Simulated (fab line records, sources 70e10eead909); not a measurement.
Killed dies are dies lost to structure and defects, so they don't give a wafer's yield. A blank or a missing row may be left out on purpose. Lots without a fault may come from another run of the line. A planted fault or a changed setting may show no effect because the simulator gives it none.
fab line records | flow nand_harc
record lots=6 wafers=14 last_day=33
route steps=1302 shown A_CHANNEL_HOLE_D2@602 A_CHANNEL_FILL_D2@610 A_STAIRCASE@639 END@1302
lots that met no fault: from a run of the same line without faults
start_h: hours from the record's first day to the start of the lot's first wafer shown | wait_h: hours since the lot's step before | " the same as in the row above | L1.1+2: a row that stands for several wafers | - no value, or no start given | * or withheld: withheld | < > ~ a bound
route shown NAME@n: a module of which the file shows steps, and the number in the route of the first | usual: mean/standard deviation of fault-free wafers | same: alike in all rows | chamber/n: place in a boat | sites: the reading at each site | _std_site: their standard deviation | _edge_site: outer sites' mean less inner sites' | radius_mm: how far each site lies from the wafer's centre | mask NAME#n: copy n | behind: the tool/chamber that last shaped the wafer | hold: why the lot was held/for how many hours/how that ended | device: the transistor (n, p or np) that didn't switch | end of line: the same wafers' tests at the end of the route | a step without rows: its recipe alone | killed: dies lost to structure and defects at the first sort, not the wafer's yield | map: a wafer's dies, x killed, . not, _ none there
set.NAME: the setting as run; set.NAME@STEP: as run at that earlier step | model.NAME: the simulator's own value behind a step, which no gauge read
lots at some steps of the route; a table a step, a row a wafer
services: from which hour (start_h, from the record's first day; less than 0 if before it) a tool's chamber was out of use, for how many hours, and why
## steps
# step NHARC_A_CHANNEL_HOLE_D2_STRIP_43
# recipe o2_flow_sccm=400 cos_flow_sccm=20 ar_flow_sccm=0 bias_w=0 chemistry=O2/COS
# step NHARC_A_CHANNEL_HOLE_D2_ETCH_44
# recipe target_depth_a=1400 overetch_a=140 time_s=77 ion_energy_ev=100 cf4_flow_sccm=80 o2_flow_sccm=20 ar_flow_sccm=0 rf_w=300 bias_w=100 chemistry=CF4/O2
# step NHARC_A_CHANNEL_HOLE_D2_STRIP_28
# recipe o2_flow_sccm=500 ar_flow_sccm=0 bias_w=0 chemistry=O2
# step NHARC_A_CHANNEL_HOLE_D2_PRECLEAN_29
# recipe time_s=* temp_c=50 bath_age_min=0 chemistry=SC1
# step NHARC_A_CHANNEL_HOLE_D2_SRD_30
# step NHARC_A_CHANNEL_HOLE_D2_CD_MEAS_31
# usual cd_nm=90.0/1.2
# columns lot.wafer tool chamber start_h wait_h cd_nm
L693.1 cd_sem-03 - 333.04 - 87.8
L693.4 " - " " 89.2
L693.6 " - " " 89.7
L694.1 cd_sem-01 - 337.21 - 90.1
L694.3 " - " " 89.6
L694.4 " - " " 89.5
L695.1 cd_sem-03 - 360.23 - 88.5
L695.4 " - " " 90.2
L695.5 " - " " 88.5
L702.2 cd_sem-03 - 416.02 - 91.3
L705.3 cd_sem-03 - 445.43 - 88.5
L714.1 cd_sem-03 - 534.76 - 92.1
L714.3 " - " " 89.9
L714.5 " - " " 90.7
# step NHARC_A_CHANNEL_HOLE_D2_XSEM_32
# recipe landing_energy_ev=35000
# step NHARC_A_CHANNEL_HOLE_D2_INSPECT_40
# usual raw_defect_count=284/87
# columns lot.wafer tool chamber start_h wait_h raw_defect_count
L693.1 defect_inspect-01 - 333.23 - 306
L693.4 " - " " 226
L693.6 " - " " 185
L694.1 defect_inspect-02 - 337.39 - 254
L694.3 " - " " 139
L694.4 " - " " 198
L695.1 defect_inspect-01 - 360.42 - 369
L695.4 " - " " 490
L695.5 " - " " 312
L702.2 defect_inspect-01 - 416.20 - 231
L705.3 defect_inspect-01 - 445.62 - 244
L714.1 defect_inspect-02 - 534.95 - 316
L714.3 " - " " 316
L714.5 " - " " 304
# step NHARC_A_CHANNEL_FILL_D2_PRECLEAN_00
# recipe time_s=* temp_c=50 bath_age_min=0 chemistry=SC1
# step NHARC_A_CHANNEL_FILL_D2_SRD_01
# step NHARC_A_CHANNEL_FILL_D2_ALD_02
# recipe target_thk_a=60 pulse_time_s=10 ald_cycles=60 temp_c=300 material=SiO2
# usual heater_power_w=494/71 precursor_pulse_height_rel=0.997/0.02
# columns lot.wafer tool chamber start_h wait_h heater_power_w precursor_pulse_height_rel since_wet_clean_h
L693.4 ald_hk-02 2 333.42 - 443 0.996 152
L693.1 " 1 " " 406 1.011 152
L693.6 " 2 " " 423 1.002 -
L694.3 ald_hk-02 2 337.66 - 438 0.979 156
L694.1 " 3 " " 601 0.969 156
L694.4 " 0 " " 497 0.974 156
L695.1 ald_hk-02 0 360.61 - 481 1.007 1
L695.4 " 1 " " 409 1.007 1
L695.5 " 0 " " 474 0.958 -
L702.2 ald_hk-03 1 417.36 - 445 1.002 14
L705.3 ald_hk-03 1 445.95 - 449 1.047 42
L714.3 ald_hk-03 0 535.14 - 424 0.994 132
L714.1 " 3 " " 490 0.978 132
L714.5 " 0 " " 435 1.008 -
# step NHARC_A_CHANNEL_FILL_D2_ALD_03
# recipe target_thk_a=60 pulse_time_s=60 ald_cycles=58 temp_c=630 pressure_torr=2 material=SiNx
# step NHARC_A_CHANNEL_FILL_D2_ALD_14
# recipe target_thk_a=25 pulse_time_s=10 ald_cycles=25 temp_c=300 material=SiO2
# usual heater_power_w=501/66 precursor_pulse_height_rel=0.998/0.019
# columns lot.wafer tool chamber start_h wait_h heater_power_w precursor_pulse_height_rel since_wet_clean_h
L693.4 ald_hk-02 1 340.43 0.1 400 0.995 159
L693.1 " 2 " " 442 0.986 159
L693.6 " 0 " " 485 1.025 -
L694.3 ald_hk-03 1 346.14 1.5 455 0.961 121
L694.1 " 2 " " 604 1.016 121
L694.4 " 3 " " 461 0.990 121
L695.1 ald_hk-04 3 367.66 0.1 551 0.984 102
L695.4 " 1 " " 454 0.984 102
L695.5 " 2 " " 547 0.995 -
L702.2 ald_hk-03 3 424.31 0.2 481 0.997 21
L705.3 ald_hk-03 3 451.57 0.1 496 1.028 48
L714.1 ald_hk-03 1 542.19 0.1 449 0.979 139
L714.3 " 3 " " 500 1.035 139
L714.5 " 1 " " 451 1.033 -
# step NHARC_A_CHANNEL_FILL_D2_ALD_15
# recipe target_thk_a=20 pulse_time_s=60 ald_cycles=19 temp_c=630 pressure_torr=2 material=SiNx
# step NHARC_A_CHANNEL_FILL_D2_ALD_16
# recipe target_thk_a=15 pulse_time_s=10 ald_cycles=15 temp_c=300 material=SiO2
# usual heater_power_w=502/71 precursor_pulse_height_rel=0.997/0.02
# columns lot.wafer tool chamber start_h wait_h heater_power_w precursor_pulse_height_rel since_wet_clean_h
L693.4 ald_hk-02 2 346.38 0.9 431 1.019 165
L693.1 " 0 " " 491 1.016 165
L693.6 " 3 " " 602 1.017 -
L694.1 ald_hk-03 2 351.27 0.0 609 1.014 126
L694.4 " 3 " " 448 0.987 126
L694.3 " 1 " " 459 0.993 126
L695.1 ald_hk-03 3 372.87 0.1 452 0.978 147
L695.4 " 0 " " 439 1.005 147
L695.5 " 1 " " 457 0.983 -
L702.2 ald_hk-03 0 429.47 0.1 418 0.993 26
L705.3 ald_hk-02 1 456.83 0.2 420 0.986 97
L714.3 ald_hk-02 2 547.29 0.0 455 1.029 10
L714.1 " 1 " " 397 0.993 10
L714.5 " 2 " " 447 1.032 -
# step NHARC_A_CHANNEL_FILL_D2_ANNEAL_17
# recipe temp_c=850 time_s=1800
# step NHARC_A_CHANNEL_FILL_D2_CVD_18
# recipe target_thk_a=30 temp_c=550 material=poly-Si
# step NHARC_A_CHANNEL_FILL_D2_ETCHBACK_19
# recipe target_depth_a=50 time_s=1.7 hbr_flow_sccm=150 cl2_flow_sccm=50 rf_w=400 icp_w=400 bias_w=100 chemistry=HBr/Cl2
# step NHARC_A_CHANNEL_FILL_D2_ETCHBACK_20
# recipe target_depth_a=270 time_s=13.5 c4f8_flow_sccm=withheld o2_flow_sccm=8 ar_flow_sccm=withheld rf_w=600 bias_w=1500 chemistry=C4F8/O2/Ar
# step NHARC_A_CHANNEL_FILL_D2_STRIP_28
# recipe time_s=20 o2_flow_sccm=500 ar_flow_sccm=0 bias_w=0 chemistry=O2
# usual drypump_motor_current_A=5.6/0.45 oes_product_au=1.000/0.011 rf_vpp_V=57.7/0.87 showerhead_plenum_p_Torr=3.50/0.16 throttle_valve_pct=17.036/0.0096
# columns lot.wafer tool chamber start_h wait_h drypump_motor_current_A oes_product_au rf_hours_counter_h rf_vpp_V showerhead_plenum_p_Torr throttle_valve_pct
L693.4 rie_diel-10 0 357.83 0.1 5.6 0.978 2 57.7 3.57 17.022
L693.1 " 3 " " 5.0 0.995 4 57.8 3.74 17.034
L693.6 " 1 " " 5.7 0.997 - 57.4 3.33 17.042
L694.3 rie_diel-10 1 363.35 0.1 5.7 1.014 3 57.4 3.33 17.033
L694.1 " 2 " " 5.9 0.998 3 57.1 3.45 17.033
L694.4 " 3 " " 5.0 0.997 4 57.3 3.74 17.048
L695.1 rie_diel-10 3 384.96 0.1 5.0 1.008 4 59.0 3.74 17.038
L695.4 " 0 " " 5.7 0.989 3 58.1 3.57 17.045
L695.5 " 3 " " 5.0 1.003 - 58.4 3.74 17.028
L702.2 rie_diel-10 3 441.87 0.1 5.0 1.004 1 57.5 3.74 17.055
L705.3 rie_diel-10 0 469.56 0.1 5.7 1.001 1 57.0 3.56 17.045
L714.3 rie_diel-13 0 559.65 0.1 5.4 1.004 10 58.8 3.80 17.028
L714.1 " 2 " " 6.3 0.995 9 57.0 3.34 17.031
L714.5 " 0 " " 5.4 1.002 - 58.0 3.80 17.040
# step NHARC_A_CHANNEL_FILL_D2_PRECLEAN_21
# recipe time_s=30 chemistry=dHF
# step NHARC_A_CHANNEL_FILL_D2_SRD_23
# step NHARC_A_CHANNEL_FILL_D2_CVD_05
# recipe target_thk_a=50 temp_c=550 material=poly-Si
# step NHARC_A_CHANNEL_FILL_D2_ANNEAL_22
# recipe temp_c=620 time_s=7200
# step NHARC_A_CHANNEL_FILL_D2_ALD_25
# recipe target_thk_a=600 pulse_time_s=10 ald_cycles=600 temp_c=300 material=SiOx
# usual heater_power_w=503/71 precursor_pulse_height_rel=1.002/0.018
# columns lot.wafer tool chamber start_h wait_h heater_power_w precursor_pulse_height_rel since_wet_clean_h
L693.1 ald_hk-02 2 370.05 0.7 452 1.026 12
L693.4 " 3 " " 607 1.016 12
L693.6 " 1 371.95 2.6 410 0.986 -
L694.4 ald_hk-03 1 376.02 0.0 465 0.979 152
L694.1 " 2 " " 605 0.983 152
L694.3 " 3 " " 455 0.958 153
L695.4 ald_hk-04 2 397.67 0.7 539 0.990 133
L695.1 " 0 398.91 1.9 544 1.014 134
L695.5 " 1 " " 449 1.049 -
L702.2 ald_hk-03 0 458.73 1.9 436 0.990 56
L705.3 ald_hk-02 0 482.61 1.9 477 1.006 124
L714.3 ald_hk-04 2 571.32 0.1 600 1.017 129
L714.1 " 1 573.19 1.9 464 1.024 130
L714.5 " 2 " " 572 1.014 -
# step NHARC_A_CHANNEL_FILL_D2_ETCHBACK_08
# recipe target_depth_a=2200 time_s=110 c4f8_flow_sccm=20 ar_flow_sccm=withheld rf_w=600 bias_w=300 chemistry=C4F8
# step NHARC_A_CHANNEL_FILL_D2_STRIP_29
# recipe time_s=20 o2_flow_sccm=500 ar_flow_sccm=0 bias_w=0 chemistry=O2
# usual drypump_motor_current_A=5.5/0.41 oes_product_au=0.997/0.0098 rf_vpp_V=57.8/0.92 showerhead_plenum_p_Torr=3.52/0.16 throttle_valve_pct=17.036/0.0089
# columns lot.wafer tool chamber start_h wait_h drypump_motor_current_A oes_product_au rf_hours_counter_h rf_vpp_V showerhead_plenum_p_Torr throttle_valve_pct
L693.1 rie_diel-10 3 - - 5.0 0.996 4 58.9 3.74 17.065
L693.4 " 1 " " 5.7 1.009 4 57.7 3.33 17.033
L693.6 " 3 " " 5.0 1.006 - 57.4 3.74 17.026
L694.1 rie_diel-10 1 - - 5.7 1.003 4 57.1 3.33 17.033
L694.4 " 2 " " 5.9 1.006 4 57.4 3.45 17.027
L694.3 " 3 " " 5.0 0.997 4 57.8 3.74 17.036
L695.4 rie_diel-06 3 - - 4.8 1.002 2 57.0 3.41 17.041
L695.1 " 0 " " 5.8 1.006 2 58.4 3.42 17.047
L695.5 " 2 " " 5.9 1.018 - 59.2 3.79 17.028
L702.2 rie_diel-10 3 - - 5.0 0.976 1 59.6 3.74 17.051
L705.3 rie_diel-10 0 - - 5.7 0.989 1 56.7 3.56 17.029
L714.3 rie_diel-06 0 - - 5.8 0.994 2 57.9 3.42 17.042
L714.1 " 3 " " 4.8 0.993 2 56.5 3.41 17.031
L714.5 " 0 " " 5.9 0.991 - 58.2 3.42 17.034
# step NHARC_A_CHANNEL_FILL_D2_PRECLEAN_30
# recipe time_s=30 chemistry=dHF
# step NHARC_A_CHANNEL_FILL_D2_SRD_31
# step NHARC_A_CHANNEL_FILL_D2_CVD_09
# recipe target_thk_a=1500 temp_c=620 pressure_mtorr=200 time_s=3000 material=poly-Si
# step NHARC_A_CHANNEL_FILL_D2_CMP_10
# recipe target_thk_nm=150
# step NHARC_A_CHANNEL_FILL_D2_SRD_12
# step NHARC_A_CHANNEL_FILL_D2_RTA_24
# recipe temp_c=1000 time_s=5
# step NHARC_A_STAIRCASE_DEP_156
# recipe target_thk_a=500 temp_c=400 target_thk_nm=50 flow_sccm=200 rf_w=450 material=SiNx
# step NHARC_END_SORT_01
# recipe temp_c=25
# usual killed_at_array=49/18 killed_at_other=0.8/1 killed_at_periphery=4.2/2.8 killed_dies=54/18 killed_open=3.0/1.7 killed_short=2.5/1.6
# same gross_dies=677
# columns lot.wafer tool chamber start_h wait_h killed_at_array killed_at_other killed_at_periphery killed_dies killed_open killed_short
L693.1 prober-02 0 613.50 2.5 20 1 15 36 0 3
L693.4 prober-02 0 615.87 3.4 22 2 13 37 4 3
L693.6 prober-02 0 617.45 3.9 23 1 7 31 5 1
L695.1 prober-02 0 632.32 2.5 32 2 1 35 1 5
L695.4 prober-02 0 634.74 3.4 61 0 7 68 2 4
L695.5 prober-02 0 635.54 3.7 27 1 4 32 3 1
L702.2 prober-01 0 681.08 2.8 74 1 8 83 6 0
L705.3 prober-01 0 772.71 3.1 115 0 3 118 2 2
# killed by level:class
L693.1 A_CHANNEL_HOLE_D2:chamber_film_flake=9 P_CONTACT:chamber_film_flake=6 P_M1:chamber_film_flake=6 A_CHANNEL_HOLE_D1:chamber_film_flake=4 P_BONDPAD:chamber_film_flake=2 A_ZERO_WELL:chamber_film_flake=2 A_CHANNEL_FILL_D1:chamber_film_flake=2 P_M0:geometric_particle:short=1
L693.4 A_CHANNEL_HOLE_D2:chamber_film_flake=8 P_CONTACT:chamber_film_flake=6 P_M1:chamber_film_flake=4 A_CONTACT:chamber_film_flake=3 THIN_TSV:chamber_film_flake=2 P_GATE:geometric_particle:short=1 A_ONON_D1:geometric_particle:open=1 A_SGD_CUT:geometric_particle:open=1
L693.6 A_CHANNEL_HOLE_D2:chamber_film_flake=9 A_CHANNEL_HOLE_D1:chamber_film_flake=4 P_M1:chamber_film_flake=3 A_CONTACT:chamber_film_flake=3 A_BLC:geometric_particle:open=2 P_BONDPAD:chamber_film_flake=2 P_STI:geometric_particle:open=1 A_CHANNEL_FILL_D1:geometric_particle:open=1
L695.1 A_CHANNEL_HOLE_D1:chamber_film_flake=12 A_CHANNEL_HOLE_D2:chamber_film_flake=10 A_CHANNEL_FILL_D1:chamber_film_flake=4 A_ONON_D1:geometric_particle:short=2 A_ONON_D2:geometric_particle:short=2 A_WL_FILL:geometric_particle:short=1 STARTING-WAFER:geometric_particle:open=1 P_ZERO_WELL:chamber_film_flake=1
L695.4 A_CHANNEL_HOLE_D1:chamber_film_flake=37 A_CHANNEL_HOLE_D2:chamber_film_flake=18 P_ZERO_WELL:chamber_film_flake=3 P_M0:chamber_film_flake=2 A_CONTACT:chamber_film_flake=2 P_M0:geometric_particle:open=1 P_M1:geometric_particle:open=1 A_ONON_D1:geometric_particle:short=1
L695.5 A_CHANNEL_HOLE_D2:chamber_film_flake=12 A_CHANNEL_HOLE_D1:chamber_film_flake=9 A_SLIT:chamber_film_flake=3 P_CONTACT:geometric_particle:open=2 A_CHANNEL_FILL_D1:chamber_film_flake=2 P_GATE:geometric_particle:open=1 A_DECK1_JOINT:geometric_particle:short=1 P_M0:chamber_film_flake=1
L702.2 A_CHANNEL_FILL_D2:unspecified=43 A_CHANNEL_HOLE_D1:chamber_film_flake=22 A_ZERO_WELL:chamber_film_flake=3 P_CONTACT:geometric_particle:open=2 P_M2:chamber_film_flake=2 P_STI:geometric_particle:open=1 P_M0:geometric_particle:open=1 P_M2:geometric_particle:open=1
L705.3 A_CHANNEL_FILL_D2:unspecified=47 A_CHANNEL_HOLE_D1:chamber_film_flake=30 A_SLIT:chamber_film_flake=17 A_CHANNEL_HOLE_D2:chamber_film_flake=9 A_STAIRCASE:chamber_film_flake=6 A_CONTACT:chamber_film_flake=3 P_GATE:geometric_particle:open=1 A_CHANNEL_HOLE_D1:geometric_particle:short=1
# map L702.2 (x killed, . not)
____________.____________
_________......._________
_______........x.._______
______.............______
_____..............._____
____.................____
____.................____
___................x..___
___...................___
__xx...................__
__xx...................__
_xxx..x................._
_xxx...................._
_xxxx...........x......._
_xxxx..................._
_xxx.x.......x.........._
xxxxx....................
xxxxx...........x........
xxxx.............x.......
xxx.x................x...
xxx....................x.
_......................._
_...x..................._
_...x.........x........._
_..................x...._
_......................._
__x.........x..........__
__.....x...............__
___...................___
___...................___
____.................____
____......xx.x...x...____
_____.......x.xxxx.._____
______.......xxxx..______
_______.....xxxxx._______
_________..xxxxx_________
____________x____________
# map L705.3 (x killed, . not)
____________.____________
_________......._________
_______..........._______
______.............______
_____x.............._____
____.................____
____..x..x....x......____
___x...x.x............___
___x...xxx............___
__x...xxxx.............__
__x..x.xxxx..x.........__
_xxx.xxxxxxx..........x._
_xxxx..xxx.x..........xx_
_xxxxx..x....x......x.xx_
_xxxx..x...x.........xxx_
_xxxx.x..x.......x...xxx_
xxxxx.........x.......xxx
xxxxx.......x.........xxx
xxx..x..............xx.xx
xxxx...............x.x.xx
xxx...................xx.
_..x...................._
_......................._
_...................xx.._
_......................._
_......................._
__.....................__
__.....................__
___x..........x.......___
___...................___
____.................____
____.................____
_____..............._____
______.............______
_______.......x..._______
_________......._________
____________.____________
## services
# columns tool chamber start_h hours kind
rie_diel-10 2 316.48 16.1 repair
rie_diel-10 1 317.88 5.4 repair
rie_diel-06 3 327.69 9.7 repair
rie_diel-13 - 342.28 9.0 pm
ald_hk-03 - 347.55 1.4 repair
ald_hk-03 - 349.42 1.0 repair
ald_hk-02 - 349.70 10.0 pm
rie_diel-10 0 364.48 3.3 repair
rie_diel-06 1 381.09 6.5 repair
ald_hk-03 - 393.62 10.0 pm
rie_diel-10 - 419.62 9.0 pm
ald_hk-04 - 433.94 10.0 pm
ald_hk-03 - 438.33 1.3 repair
rie_diel-06 0 455.82 9.0 repair
rie_diel-06 2 457.20 17.5 repair
rie_diel-06 2 483.81 6.5 repair
rie_diel-06 - 484.20 9.0 pm
ald_hk-02 - 516.62 0.8 repair
ald_hk-02 - 527.70 10.0 pm
rie_diel-10 3 529.86 30.9 repair
rie_diel-10 2 539.67 55.8 repair
rie_diel-10 1 553.58 7.2 repair
rie_diel-10 1 571.19 13.0 repair
ald_hk-03 - 571.62 10.0 pm
## key
first_sign step=NHARC_END_SORT_01 reading=killed_dies direction=up sigmas=2.6 usual=54 struck=100
effect step=NHARC_END_SORT_01 reading=killed_at_array direction=up sigmas=2.5 usual=49 struck=94
more_kills_born_at NHARC_A_CHANNEL_FILL_D2_ALD_14@ald_hk-03=90
met_at NHARC_A_CHANNEL_FILL_D2_ALD_14
struck_wafers L702.2,L705.3
tester_left_out L702,L705
onset_between 346.14 424.31
also_fits NHARC_A_CHANNEL_FILL_D2_STRIP_28:rie_diel-10,NHARC_A_CHANNEL_FILL_D2_STRIP_29:rie_diel-10
fault kind=chamber_particle_source tool=ald_hk-03 chamber=3 onset_h=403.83 steps=NHARC_A_CHANNEL_FILL_D2_ALD_14 rate_per_visit_cm2=0.92727 end_h=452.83
# tester_left_out: of these lots the tester's yield and bins aren't shown, on N5 and GAA mostly nor the transistor test; their killed dies are dies lost to structure and defects alone, not to doping, threshold or leakage, so they don't give the yield
